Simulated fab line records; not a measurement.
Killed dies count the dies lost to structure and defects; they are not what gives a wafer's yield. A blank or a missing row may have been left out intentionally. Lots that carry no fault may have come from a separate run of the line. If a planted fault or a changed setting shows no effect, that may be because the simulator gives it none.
fab line records :: flow n5-finfet
record
  lots=6
  wafers=18
  last-day=17
route steps=1938 shown BEOL_M13@1696 PASSIVATION@1936
lots with no fault: from the same line, run without faults
start-h: start of the lot's first displayed wafer, in hours after the record's first day :: wait-h: hours since the lot's step before :: " same as the row above :: L1.1+2: a row that stands for several wafers :: - either no value or no given start :: * or withheld: withheld :: < > ~ a bound
route shown NAME@n: a module of which the file shows steps, and the number in the route of the first :: usual: the fault-free wafers' mean and standard deviation :: same: alike in all rows :: chamber/n: place in a boat :: sites: each site's reading :: _std_site: the standard deviation of these :: _edge_site: outer sites' mean less inner sites' :: radius-mm: for every site, how far away it sits from the centre of the wafer :: mask NAME#n: copy n :: behind: tool/chamber where the wafer was last shaped :: hold: what put the lot on hold/how long, in hours/how the hold closed :: device: the transistor (n, p or np) that didn't switch :: end of line: tests of these same wafers at the route's end :: step lacking rows: just its recipe :: killed: dies lost to structure and defects at the first sort, not the wafer's yield :: map: shows each die of a wafer: x if killed, . if not, _ if none is there
set.NAME: the setting the step ran with; set.NAME@STEP: the setting that earlier step ran with :: model.NAME: the simulator's own value behind a step, which no gauge read
lots at some steps of the route; a table a step, a row a wafer
services: when a tool's chamber went out of use (start-h, in hours from the record's first day, below 0 if earlier), for how many hours, and the reason
## steps
# step N5_BEOL_M13_TRENCH_ETCH_34
# recipe
  chemistry=C4F8/O2/Ar
  target=SiOC
  target-depth-a=4134.7
  mask-material=SOC
  pressure-mtorr=30
  source-w=3000
  bias-w=700
  Ar_flow_sccm=400
  C4F8_flow_sccm=15
  O2_flow_sccm=8
  he-inner-torr=15
  he-outer-torr=30
  time-s=162.6
  ion-energy-ev=250
# usual
  drypump-motor-current-A=5.8/0.39
  oes-product-au=0.77/0.055
  rf-vpp-V=666/3.7
  showerhead-plenum-p-Torr=3.43/0.14
  throttle-valve-pct=24.13/0.25
lot.wafer: L234.1
tool: rie-diel-02
chamber: 1
start-h: 256.24
wait-h: 0.0
drypump-motor-current-A: 5.7
oes-product-au: 0.86
rf-hours-counter-h: 69
rf-vpp-V: 670
showerhead-plenum-p-Torr: 3.59
throttle-valve-pct: 23.89

lot.wafer: L234.4
tool: rie-diel-02
chamber: 1
start-h: 256.24
wait-h: 0.0
drypump-motor-current-A: 5.6
oes-product-au: 0.86
rf-hours-counter-h: -
rf-vpp-V: 671
showerhead-plenum-p-Torr: 3.59
throttle-valve-pct: 23.91

lot.wafer: L234.6
tool: rie-diel-02
chamber: 0
start-h: 256.24
wait-h: 0.0
drypump-motor-current-A: 5.1
oes-product-au: 0.73
rf-hours-counter-h: -
rf-vpp-V: 668
showerhead-plenum-p-Torr: 3.57
throttle-valve-pct: 24.60

lot.wafer: L235.2
tool: rie-diel-06
chamber: 2
start-h: 263.37
wait-h: 0.0
drypump-motor-current-A: 6.0
oes-product-au: 0.79
rf-hours-counter-h: 105
rf-vpp-V: 670
showerhead-plenum-p-Torr: 3.57
throttle-valve-pct: 24.00

lot.wafer: L235.3
tool: rie-diel-06
chamber: 1
start-h: 263.37
wait-h: 0.0
drypump-motor-current-A: 6.2
oes-product-au: 0.82
rf-hours-counter-h: 75
rf-vpp-V: 663
showerhead-plenum-p-Torr: 3.33
throttle-valve-pct: 23.90

lot.wafer: L235.5
tool: rie-diel-06
chamber: 1
start-h: 263.37
wait-h: 0.0
drypump-motor-current-A: 6.2
oes-product-au: 0.82
rf-hours-counter-h: -
rf-vpp-V: 662
showerhead-plenum-p-Torr: 3.33
throttle-valve-pct: 23.92

lot.wafer: L240.2
tool: rie-diel-02
chamber: 0
start-h: 297.77
wait-h: 0.0
drypump-motor-current-A: 5.1
oes-product-au: 0.72
rf-hours-counter-h: 195
rf-vpp-V: 668
showerhead-plenum-p-Torr: 3.56
throttle-valve-pct: 24.62

lot.wafer: L240.3
tool: rie-diel-02
chamber: 1
start-h: 297.77
wait-h: 0.0
drypump-motor-current-A: 5.6
oes-product-au: 0.85
rf-hours-counter-h: 84
rf-vpp-V: 671
showerhead-plenum-p-Torr: 3.58
throttle-valve-pct: 23.91

lot.wafer: L240.4
tool: rie-diel-02
chamber: 3
start-h: 297.77
wait-h: 0.0
drypump-motor-current-A: 5.9
oes-product-au: 0.79
rf-hours-counter-h: 99
rf-vpp-V: 671
showerhead-plenum-p-Torr: 3.60
throttle-valve-pct: 23.81

lot.wafer: L243.1
tool: rie-diel-06
chamber: 3
start-h: 310.11
wait-h: 0.0
drypump-motor-current-A: 5.5
oes-product-au: 0.72
rf-hours-counter-h: 203
rf-vpp-V: 668
showerhead-plenum-p-Torr: 3.50
throttle-valve-pct: 24.01

lot.wafer: L243.3
tool: rie-diel-06
chamber: 0
start-h: 310.11
wait-h: 0.0
drypump-motor-current-A: 5.7
oes-product-au: 0.70
rf-hours-counter-h: 232
rf-vpp-V: 659
showerhead-plenum-p-Torr: 3.23
throttle-valve-pct: 24.23

lot.wafer: L243.4
tool: rie-diel-06
chamber: 1
start-h: 310.11
wait-h: 0.0
drypump-motor-current-A: 6.2
oes-product-au: 0.80
rf-hours-counter-h: 90
rf-vpp-V: 663
showerhead-plenum-p-Torr: 3.32
throttle-valve-pct: 23.94

lot.wafer: L244.3
tool: rie-diel-02
chamber: 0
start-h: 316.91
wait-h: 0.0
drypump-motor-current-A: 5.1
oes-product-au: 0.72
rf-hours-counter-h: 201
rf-vpp-V: 668
showerhead-plenum-p-Torr: 3.56
throttle-valve-pct: 24.63

lot.wafer: L244.4
tool: rie-diel-02
chamber: 3
start-h: 316.91
wait-h: 0.0
drypump-motor-current-A: 5.9
oes-product-au: 0.79
rf-hours-counter-h: 106
rf-vpp-V: 669
showerhead-plenum-p-Torr: 3.60
throttle-valve-pct: 23.83

lot.wafer: L244.5
tool: rie-diel-02
chamber: 2
start-h: 316.91
wait-h: 0.0
drypump-motor-current-A: 6.5
oes-product-au: 0.75
rf-hours-counter-h: -
rf-vpp-V: 661
showerhead-plenum-p-Torr: 3.27
throttle-valve-pct: 24.52

lot.wafer: L253.1
tool: rie-diel-06
chamber: 1
start-h: 374.56
wait-h: 0.0
drypump-motor-current-A: 6.2
oes-product-au: 0.78
rf-hours-counter-h: 109
rf-vpp-V: 663
showerhead-plenum-p-Torr: 3.31
throttle-valve-pct: 23.94

lot.wafer: L253.4
tool: rie-diel-06
chamber: 1
start-h: 374.56
wait-h: 0.0
drypump-motor-current-A: 6.2
oes-product-au: 0.79
rf-hours-counter-h: -
rf-vpp-V: 663
showerhead-plenum-p-Torr: 3.31
throttle-valve-pct: 23.95

lot.wafer: L253.5
tool: rie-diel-06
chamber: 2
start-h: 374.56
wait-h: 0.0
drypump-motor-current-A: 6.0
oes-product-au: 0.76
rf-hours-counter-h: -
rf-vpp-V: 669
showerhead-plenum-p-Torr: 3.55
throttle-valve-pct: 24.04
# step N5_BEOL_M13_STRIP_70
# recipe
  chemistry=C4F8/O2/Ar
  resist=SiARC
  rf-frequency-hz=6e+07
# step N5_BEOL_M13_OCD_MEAS_35
# usual
  trench-depth-nm=409/5.3
lot.wafer: L234.1
tool: ocd-02
chamber: -
start-h: 256.42
wait-h: 0.0
trench-depth-nm: 419

lot.wafer: L234.4
tool: ocd-02
chamber: -
start-h: 256.42
wait-h: 0.0
trench-depth-nm: 419

lot.wafer: L234.6
tool: ocd-02
chamber: -
start-h: 256.42
wait-h: 0.0
trench-depth-nm: 415

lot.wafer: L235.2
tool: ocd-01
chamber: -
start-h: 263.54
wait-h: 0.0
trench-depth-nm: 403

lot.wafer: L235.3
tool: ocd-01
chamber: -
start-h: 263.54
wait-h: 0.0
trench-depth-nm: 402

lot.wafer: L235.5
tool: ocd-01
chamber: -
start-h: 263.54
wait-h: 0.0
trench-depth-nm: 405

lot.wafer: L240.2
tool: ocd-02
chamber: -
start-h: 297.95
wait-h: 0.0
trench-depth-nm: 412

lot.wafer: L240.3
tool: ocd-02
chamber: -
start-h: 297.95
wait-h: 0.0
trench-depth-nm: 417

lot.wafer: L240.4
tool: ocd-02
chamber: -
start-h: 297.95
wait-h: 0.0
trench-depth-nm: 411

lot.wafer: L243.1
tool: ocd-02
chamber: -
start-h: 310.28
wait-h: 0.0
trench-depth-nm: 402

lot.wafer: L243.3
tool: ocd-02
chamber: -
start-h: 310.28
wait-h: 0.0
trench-depth-nm: 404

lot.wafer: L243.4
tool: ocd-02
chamber: -
start-h: 310.28
wait-h: 0.0
trench-depth-nm: 404

lot.wafer: L244.3
tool: ocd-01
chamber: -
start-h: 317.10
wait-h: 0.0
trench-depth-nm: 412

lot.wafer: L244.4
tool: ocd-01
chamber: -
start-h: 317.10
wait-h: 0.0
trench-depth-nm: 412

lot.wafer: L244.5
tool: ocd-01
chamber: -
start-h: 317.10
wait-h: 0.0
trench-depth-nm: 408

lot.wafer: L253.1
tool: ocd-01
chamber: -
start-h: 374.73
wait-h: 0.0
trench-depth-nm: 405

lot.wafer: L253.4
tool: ocd-01
chamber: -
start-h: 374.73
wait-h: 0.0
trench-depth-nm: 407

lot.wafer: L253.5
tool: ocd-01
chamber: -
start-h: 374.73
wait-h: 0.0
trench-depth-nm: 404
# step N5_BEOL_M13_STRIP_37
# recipe
  chemistry=N2/H2
  power-w=1000
  temp-c=250
  h2-frac=0.65
  overash-fraction=0.3
  pressure-mtorr=withheld
  n2-flow-sccm=1750
  h2-flow-sccm=3250
# usual
  drypump-motor-current-A=5.59/0.3
  heater-power-w=375/22
  oes-product-au=0.785/0.01
lot.wafer: L234.1
tool: plasma-asher-02
chamber: 0
start-h: 256.46
wait-h: 0.0
drypump-motor-current-A: 5.87
heater-power-w: 376
oes-product-au: 0.786
rf-hours-counter-h: 130

lot.wafer: L234.4
tool: plasma-asher-02
chamber: 0
start-h: 256.46
wait-h: 0.0
drypump-motor-current-A: 5.89
heater-power-w: 377
oes-product-au: 0.789
rf-hours-counter-h: -

lot.wafer: L234.6
tool: plasma-asher-02
chamber: 1
start-h: 256.46
wait-h: 0.0
drypump-motor-current-A: 5.72
heater-power-w: 346
oes-product-au: 0.789
rf-hours-counter-h: -

lot.wafer: L235.2
tool: plasma-asher-01
chamber: 1
start-h: 263.58
wait-h: 0.0
drypump-motor-current-A: 5.08
heater-power-w: 406
oes-product-au: 0.765
rf-hours-counter-h: 74

lot.wafer: L235.3
tool: plasma-asher-01
chamber: 1
start-h: 263.58
wait-h: 0.0
drypump-motor-current-A: 5.10
heater-power-w: 412
oes-product-au: 0.790
rf-hours-counter-h: -

lot.wafer: L235.5
tool: plasma-asher-01
chamber: 0
start-h: 263.58
wait-h: 0.0
drypump-motor-current-A: 5.67
heater-power-w: 361
oes-product-au: 0.785
rf-hours-counter-h: -

lot.wafer: L240.2
tool: plasma-asher-01
chamber: 1
start-h: 297.99
wait-h: 0.0
drypump-motor-current-A: 5.08
heater-power-w: 402
oes-product-au: 0.792
rf-hours-counter-h: 81

lot.wafer: L240.3
tool: plasma-asher-01
chamber: 1
start-h: 297.99
wait-h: 0.0
drypump-motor-current-A: 5.09
heater-power-w: 397
oes-product-au: 0.781
rf-hours-counter-h: -

lot.wafer: L240.4
tool: plasma-asher-01
chamber: 0
start-h: 297.99
wait-h: 0.0
drypump-motor-current-A: 5.60
heater-power-w: 366
oes-product-au: 0.778
rf-hours-counter-h: -

lot.wafer: L243.1
tool: plasma-asher-02
chamber: 0
start-h: 310.32
wait-h: 0.0
drypump-motor-current-A: 5.85
heater-power-w: 375
oes-product-au: 0.783
rf-hours-counter-h: 139

lot.wafer: L243.3
tool: plasma-asher-02
chamber: 0
start-h: 310.32
wait-h: 0.0
drypump-motor-current-A: 5.90
heater-power-w: 382
oes-product-au: 0.779
rf-hours-counter-h: -

lot.wafer: L243.4
tool: plasma-asher-02
chamber: 1
start-h: 310.32
wait-h: 0.0
drypump-motor-current-A: 5.70
heater-power-w: 352
oes-product-au: 0.784
rf-hours-counter-h: -

lot.wafer: L244.3
tool: plasma-asher-01
chamber: 0
start-h: 317.15
wait-h: 0.1
drypump-motor-current-A: 5.67
heater-power-w: 363
oes-product-au: 0.783
rf-hours-counter-h: -

lot.wafer: L244.4
tool: plasma-asher-01
chamber: 1
start-h: 317.15
wait-h: 0.1
drypump-motor-current-A: 5.08
heater-power-w: 405
oes-product-au: 0.776
rf-hours-counter-h: -

lot.wafer: L244.5
tool: plasma-asher-01
chamber: 0
start-h: 317.15
wait-h: 0.1
drypump-motor-current-A: 5.64
heater-power-w: 357
oes-product-au: 0.807
rf-hours-counter-h: -

lot.wafer: L253.1
tool: plasma-asher-02
chamber: 0
start-h: 374.77
wait-h: 0.0
drypump-motor-current-A: 5.87
heater-power-w: 370
oes-product-au: 0.795
rf-hours-counter-h: 152

lot.wafer: L253.4
tool: plasma-asher-02
chamber: 0
start-h: 374.77
wait-h: 0.0
drypump-motor-current-A: 5.89
heater-power-w: 382
oes-product-au: 0.774
rf-hours-counter-h: -

lot.wafer: L253.5
tool: plasma-asher-02
chamber: 0
start-h: 374.77
wait-h: 0.0
drypump-motor-current-A: 5.88
heater-power-w: 377
oes-product-au: 0.779
rf-hours-counter-h: -
# step N5_BEOL_M13_ETCH_38
# recipe
  chemistry=CF4/N2
  target=SiCN
  target-depth-a=675
  taper-deg=2
  time-s=71.9
  ion-energy-ev=150
  mask-material=SiO2
  pressure-mtorr=40
  source-w=430
  bias-w=70
  Ar_flow_sccm=100
  cf4-flow-sccm=60
  n2-flow-sccm=60
# step N5_BEOL_M13_PRECLEAN_39
# recipe
  chemistry=residue-remover
  time-s=60
  temp-c=40
# step N5_BEOL_M13_SRD_40
# recipe
  time-s=30
  temp-c=23
  rinse-liquid=diw
  dry=n2-spin
  spin-rpm=1500
  dry-time-s=30
# step N5_BEOL_M13_DEGAS_41
# recipe
  ambient=vacuum
  temp-c=250
  time-s=60
# usual
  heater-power-w=348/32
lot.wafer: L234.1
tool: pvd-sputter-01
chamber: -
start-h: 259.90
wait-h: 0.3
heater-power-w: 378

lot.wafer: L234.4
tool: pvd-sputter-01
chamber: -
start-h: 259.90
wait-h: 0.3
heater-power-w: 342

lot.wafer: L234.6
tool: pvd-sputter-01
chamber: -
start-h: 259.90
wait-h: 0.3
heater-power-w: 333

lot.wafer: L235.2
tool: pvd-sputter-03
chamber: -
start-h: 266.93
wait-h: 0.4
heater-power-w: 314

lot.wafer: L235.3
tool: pvd-sputter-03
chamber: -
start-h: 266.93
wait-h: 0.4
heater-power-w: 363

lot.wafer: L235.5
tool: pvd-sputter-03
chamber: -
start-h: 266.93
wait-h: 0.4
heater-power-w: 380

lot.wafer: L240.2
tool: pvd-sputter-02
chamber: -
start-h: 298.72
wait-h: 0.5
heater-power-w: 373

lot.wafer: L240.3
tool: pvd-sputter-02
chamber: -
start-h: 298.72
wait-h: 0.5
heater-power-w: 365

lot.wafer: L240.4
tool: pvd-sputter-02
chamber: -
start-h: 298.72
wait-h: 0.5
heater-power-w: 341

lot.wafer: L243.1
tool: pvd-sputter-01
chamber: -
start-h: 312.40
wait-h: 1.2
heater-power-w: 375

lot.wafer: L243.3
tool: pvd-sputter-01
chamber: -
start-h: 312.40
wait-h: 1.2
heater-power-w: 278

lot.wafer: L243.4
tool: pvd-sputter-01
chamber: -
start-h: 312.40
wait-h: 1.2
heater-power-w: 333

lot.wafer: L244.3
tool: pvd-sputter-01
chamber: -
start-h: 319.00
wait-h: 0.7
heater-power-w: 388

lot.wafer: L244.4
tool: pvd-sputter-01
chamber: -
start-h: 319.00
wait-h: 0.7
heater-power-w: 341

lot.wafer: L244.5
tool: pvd-sputter-01
chamber: -
start-h: 319.00
wait-h: 0.7
heater-power-w: 271

lot.wafer: L253.1
tool: pvd-sputter-01
chamber: -
start-h: 375.21
wait-h: 0.2
heater-power-w: 333

lot.wafer: L253.4
tool: pvd-sputter-01
chamber: -
start-h: 375.21
wait-h: 0.2
heater-power-w: 338

lot.wafer: L253.5
tool: pvd-sputter-01
chamber: -
start-h: 375.21
wait-h: 0.2
heater-power-w: 282
# step N5_BEOL_M13_PRE_CLEAN_42
# recipe
  gas=H2/He
  time-s=30
  temp-c=250
# usual
  heater-power-w=348/31
lot.wafer: L234.1
tool: pvd-sputter-01
chamber: -
start-h: 259.94
wait-h: 0.0
heater-power-w: 378

lot.wafer: L234.4
tool: pvd-sputter-01
chamber: -
start-h: 259.94
wait-h: 0.0
heater-power-w: 342

lot.wafer: L234.6
tool: pvd-sputter-01
chamber: -
start-h: 259.94
wait-h: 0.0
heater-power-w: 334

lot.wafer: L235.2
tool: pvd-sputter-03
chamber: -
start-h: 266.97
wait-h: 0.0
heater-power-w: 314

lot.wafer: L235.3
tool: pvd-sputter-03
chamber: -
start-h: 266.97
wait-h: 0.0
heater-power-w: 363

lot.wafer: L235.5
tool: pvd-sputter-03
chamber: -
start-h: 266.97
wait-h: 0.0
heater-power-w: 386

lot.wafer: L240.2
tool: pvd-sputter-02
chamber: -
start-h: 298.76
wait-h: 0.0
heater-power-w: 364

lot.wafer: L240.3
tool: pvd-sputter-02
chamber: -
start-h: 298.76
wait-h: 0.0
heater-power-w: 380

lot.wafer: L240.4
tool: pvd-sputter-02
chamber: -
start-h: 298.76
wait-h: 0.0
heater-power-w: 352

lot.wafer: L243.1
tool: pvd-sputter-01
chamber: -
start-h: 312.44
wait-h: 0.0
heater-power-w: 396

lot.wafer: L243.3
tool: pvd-sputter-01
chamber: -
start-h: 312.44
wait-h: 0.0
heater-power-w: 287

lot.wafer: L243.4
tool: pvd-sputter-01
chamber: -
start-h: 312.44
wait-h: 0.0
heater-power-w: 334

lot.wafer: L244.3
tool: pvd-sputter-01
chamber: -
start-h: 319.04
wait-h: 0.0
heater-power-w: 383

lot.wafer: L244.4
tool: pvd-sputter-01
chamber: -
start-h: 319.04
wait-h: 0.0
heater-power-w: 340

lot.wafer: L244.5
tool: pvd-sputter-01
chamber: -
start-h: 319.04
wait-h: 0.0
heater-power-w: 286

lot.wafer: L253.1
tool: pvd-sputter-01
chamber: -
start-h: 375.25
wait-h: 0.0
heater-power-w: 330

lot.wafer: L253.4
tool: pvd-sputter-01
chamber: -
start-h: 375.25
wait-h: 0.0
heater-power-w: 339

lot.wafer: L253.5
tool: pvd-sputter-01
chamber: -
start-h: 375.25
wait-h: 0.0
heater-power-w: 282
# step N5_BEOL_M13_SPUTTER_43
# recipe
  material=TaN
  target-thk-a=150
  temp-c=50
  bias-v=168.6
  power-w=15000
  chamber-pressure-pa=0.12
  time-s=24.19
# step N5_BEOL_M13_SPUTTER_44
# recipe
  material=Ta
  target-thk-a=100
  temp-c=50
  bias-v=80
  power-w=15000
  chamber-pressure-pa=0.07
  time-s=16.13
# usual
  throttle-valve-pct=30.0/1.5
lot.wafer: L234.1
tool: pvd-sputter-01
chamber: -
start-h: 260.06
wait-h: 0.0
throttle-valve-pct: 28.3

lot.wafer: L234.4
tool: pvd-sputter-01
chamber: -
start-h: 260.06
wait-h: 0.0
throttle-valve-pct: 29.7

lot.wafer: L234.6
tool: pvd-sputter-01
chamber: -
start-h: 260.06
wait-h: 0.0
throttle-valve-pct: 30.7

lot.wafer: L235.2
tool: pvd-sputter-03
chamber: -
start-h: 267.09
wait-h: 0.0
throttle-valve-pct: 29.0

lot.wafer: L235.3
tool: pvd-sputter-03
chamber: -
start-h: 267.09
wait-h: 0.0
throttle-valve-pct: 32.3

lot.wafer: L235.5
tool: pvd-sputter-03
chamber: -
start-h: 267.09
wait-h: 0.0
throttle-valve-pct: 29.9

lot.wafer: L240.2
tool: pvd-sputter-02
chamber: -
start-h: 298.88
wait-h: 0.0
throttle-valve-pct: 31.8

lot.wafer: L240.3
tool: pvd-sputter-02
chamber: -
start-h: 298.88
wait-h: 0.0
throttle-valve-pct: 30.3

lot.wafer: L240.4
tool: pvd-sputter-02
chamber: -
start-h: 298.88
wait-h: 0.0
throttle-valve-pct: 32.2

lot.wafer: L243.1
tool: pvd-sputter-01
chamber: -
start-h: 312.56
wait-h: 0.0
throttle-valve-pct: 28.6

lot.wafer: L243.3
tool: pvd-sputter-01
chamber: -
start-h: 312.56
wait-h: 0.0
throttle-valve-pct: 28.4

lot.wafer: L243.4
tool: pvd-sputter-01
chamber: -
start-h: 312.56
wait-h: 0.0
throttle-valve-pct: 30.5

lot.wafer: L244.3
tool: pvd-sputter-01
chamber: -
start-h: 319.16
wait-h: 0.0
throttle-valve-pct: 28.6

lot.wafer: L244.4
tool: pvd-sputter-01
chamber: -
start-h: 319.16
wait-h: 0.0
throttle-valve-pct: 29.9

lot.wafer: L244.5
tool: pvd-sputter-01
chamber: -
start-h: 319.16
wait-h: 0.0
throttle-valve-pct: 28.4

lot.wafer: L253.1
tool: pvd-sputter-01
chamber: -
start-h: 375.37
wait-h: 0.0
throttle-valve-pct: 29.9

lot.wafer: L253.4
tool: pvd-sputter-01
chamber: -
start-h: 375.37
wait-h: 0.0
throttle-valve-pct: 31.0

lot.wafer: L253.5
tool: pvd-sputter-01
chamber: -
start-h: 375.37
wait-h: 0.0
throttle-valve-pct: 28.4
# step N5_BEOL_M13_SPUTTER_45
# recipe
  material=Cu
  target-thk-a=800
  temp-c=-20
  bias-v=60
  power-w=26000
  chamber-pressure-pa=0.13
  time-s=13.33
# step N5_BEOL_M13_ECD_47
# recipe
  material=Cu
  target-thk-a=9360
lot.wafer: L234.1
tool: ecd-cu-01
chamber: 1
start-h: 260.26
wait-h: 0.1
model.Cu_of_BEOL_M13_ECD_47.thk-nm: 932.2

lot.wafer: L234.4
tool: ecd-cu-01
chamber: 1
start-h: 260.26
wait-h: 0.1
model.Cu_of_BEOL_M13_ECD_47.thk-nm: 933.8

lot.wafer: L234.6
tool: ecd-cu-01
chamber: 1
start-h: 260.26
wait-h: 0.1
model.Cu_of_BEOL_M13_ECD_47.thk-nm: 940

lot.wafer: L235.2
tool: ecd-cu-02
chamber: 1
start-h: 267.28
wait-h: 0.1
model.Cu_of_BEOL_M13_ECD_47.thk-nm: 944.2

lot.wafer: L235.3
tool: ecd-cu-02
chamber: 1
start-h: 267.28
wait-h: 0.1
model.Cu_of_BEOL_M13_ECD_47.thk-nm: 938

lot.wafer: L235.5
tool: ecd-cu-02
chamber: 0
start-h: 267.28
wait-h: 0.1
model.Cu_of_BEOL_M13_ECD_47.thk-nm: 940.2

lot.wafer: L240.2
tool: ecd-cu-01
chamber: 0
start-h: 299.11
wait-h: 0.1
model.Cu_of_BEOL_M13_ECD_47.thk-nm: 1723

lot.wafer: L240.3
tool: ecd-cu-01
chamber: 1
start-h: 299.11
wait-h: 0.1
model.Cu_of_BEOL_M13_ECD_47.thk-nm: 1739

lot.wafer: L240.4
tool: ecd-cu-01
chamber: 0
start-h: 299.11
wait-h: 0.1
model.Cu_of_BEOL_M13_ECD_47.thk-nm: 945.2

lot.wafer: L243.1
tool: ecd-cu-02
chamber: 0
start-h: 312.75
wait-h: 0.1
model.Cu_of_BEOL_M13_ECD_47.thk-nm: 931

lot.wafer: L243.3
tool: ecd-cu-02
chamber: 0
start-h: 312.75
wait-h: 0.1
model.Cu_of_BEOL_M13_ECD_47.thk-nm: 938.6

lot.wafer: L243.4
tool: ecd-cu-02
chamber: 1
start-h: 312.75
wait-h: 0.1
model.Cu_of_BEOL_M13_ECD_47.thk-nm: 913.4

lot.wafer: L244.3
tool: ecd-cu-01
chamber: 0
start-h: 319.40
wait-h: 0.1
model.Cu_of_BEOL_M13_ECD_47.thk-nm: 1744

lot.wafer: L244.4
tool: ecd-cu-01
chamber: 1
start-h: 319.40
wait-h: 0.1
model.Cu_of_BEOL_M13_ECD_47.thk-nm: 938.2

lot.wafer: L244.5
tool: ecd-cu-01
chamber: 1
start-h: 319.40
wait-h: 0.1
model.Cu_of_BEOL_M13_ECD_47.thk-nm: 1722

lot.wafer: L253.1
tool: ecd-cu-01
chamber: 0
start-h: 375.57
wait-h: 0.1
model.Cu_of_BEOL_M13_ECD_47.thk-nm: 946.4

lot.wafer: L253.4
tool: ecd-cu-01
chamber: 1
start-h: 375.57
wait-h: 0.1
model.Cu_of_BEOL_M13_ECD_47.thk-nm: 930

lot.wafer: L253.5
tool: ecd-cu-01
chamber: 1
start-h: 375.57
wait-h: 0.1
model.Cu_of_BEOL_M13_ECD_47.thk-nm: 949.2
# step N5_BEOL_M13_ANNEAL_48
# recipe
  temp-c=225
  time-s=90
  ambient=N2
# step N5_PASSIVATION_PROBE_49
# usual
  defect-limited-yield=91.5/1.4
  killed_at_M0_to_M3=32/9.7
  killed_at_M4_up=14/5.3
  killed-at-contacts=11/6
  killed-at-front-end=39/14
  killed-at-other=3.3/2.7
  killed-dies=100/17
  killed-open=66/13
  killed-short=32/7.4
  sort_bin_5_function=4.9/0.9
  sort_bin_6_memory=3.2/0.72
  sort-n-pass=1080/17
  sort-yield-pct=91.5/1.4
# same
  gross-dies=1180
  killed-at-back-side=0
  sort_bin_4_leakage[%]=0
  sort_bin_8_speed[%]=0
lot.wafer: L244.3
tool: prober-01
chamber: -
start-h: 342.84
wait-h: 0.1
defect-limited-yield[%]: 92.2
killed_at_M0_to_M3: 22
killed_at_M4_up: 12
killed-at-contacts: 15
killed-at-front-end: 40
killed-at-other: 3
killed-dies: 92
killed-open: 46
killed-short: 46
sort_bin_5_function[%]: 4.5
sort_bin_6_memory[%]: 2.9
sort-n-pass: 1088
sort-yield-pct[%]: 92.2

lot.wafer: L244.4
tool: prober-01
chamber: -
start-h: 342.89
wait-h: 0.2
defect-limited-yield[%]: 92.3
killed_at_M0_to_M3: 20
killed_at_M4_up: 13
killed-at-contacts: 22
killed-at-front-end: 31
killed-at-other: 5
killed-dies: 91
killed-open: 64
killed-short: 27
sort_bin_5_function[%]: 4.7
sort_bin_6_memory[%]: 2.5
sort-n-pass: 1089
sort-yield-pct[%]: 92.3
# killed by level:class
L244.3 FIN_SAQP:geometric-particle:short=12 GATE_CUT:geometric-particle:short=11 MOL_CONTACT_COAG:geometric-particle:open=9 BEOL_M2:geometric-particle:open=6 MOL_CONTACT_COAG:geometric-particle:short=6 BEOL_M2:geometric-particle:short=4 BEOL_M3:geometric-particle:open=4 BEOL_M8:geometric-particle:open=4
L244.4 MOL_CONTACT_COAG:geometric-particle:open=19 STI_FIN_REVEAL:geometric-particle:open=5 DUMMY_GATE:geometric-particle:open=4 BEOL_M2:geometric-particle:open=4 BEOL_M3:geometric-particle:open=4 BEOL_M4:geometric-particle:open=4 PAD_METAL:geometric-particle:open=4 STARTING-WAFER:geometric-particle:open=4
## services
tool: rie-diel-02
chamber: 3
start-h: 240.22
hours: 32.8
kind: repair

tool: plasma-asher-01
chamber: -
start-h: 241.24
hours: 5.7
kind: repair

tool: plasma-asher-02
chamber: -
start-h: 268.38
hours: 2.8
kind: repair

tool: rie-diel-06
chamber: 1
start-h: 311.17
hours: 5.3
kind: repair

tool: rie-diel-02
chamber: -
start-h: 332.25
hours: 2.8
kind: pm

tool: ecd-cu-02
chamber: -
start-h: 334.62
hours: 3.3
kind: repair

tool: ecd-cu-01
chamber: -
start-h: 353.82
hours: 4.5
kind: pm

tool: pvd-sputter-03
chamber: -
start-h: 355.18
hours: 4.5
kind: repair

tool: rie-diel-06
chamber: 0
start-h: 367.05
hours: -
kind: clean

tool: rie-diel-06
chamber: 0
start-h: 367.05
hours: -
kind: consumable-replace:focus-ring

tool: rie-diel-06
chamber: 0
start-h: 367.05
hours: -
kind: consumable-replace:showerhead

tool: rie-diel-06
chamber: 0
start-h: 367.05
hours: 23.0
kind: scheduled-down

tool: rie-diel-06
chamber: 0
start-h: 367.05
hours: 23.0
kind: vent-cycle
## key
first-sign none at tools or gauges
model-effect
  step=N5_BEOL_M13_ECD_47
  value=Cu_of_BEOL_M13_ECD_47.thk-nm
  without=944.8
  struck=1732
met-at N5_BEOL_M13_ECD_47
struck-wafers L240.2,L240.3,L244.3,L244.5
onset-between 260.26 299.11
fault
  kind=process-parameter-drift
  tool=ecd-cu-01
  chamber=-
  onset-h=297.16
  steps=N5_BEOL_M13_ECD_47
  channel=target-thk-a
  offset=*
  shape=step
  end-h=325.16
  scope=struck-wafers-only
  acts-in=*
  stated=*
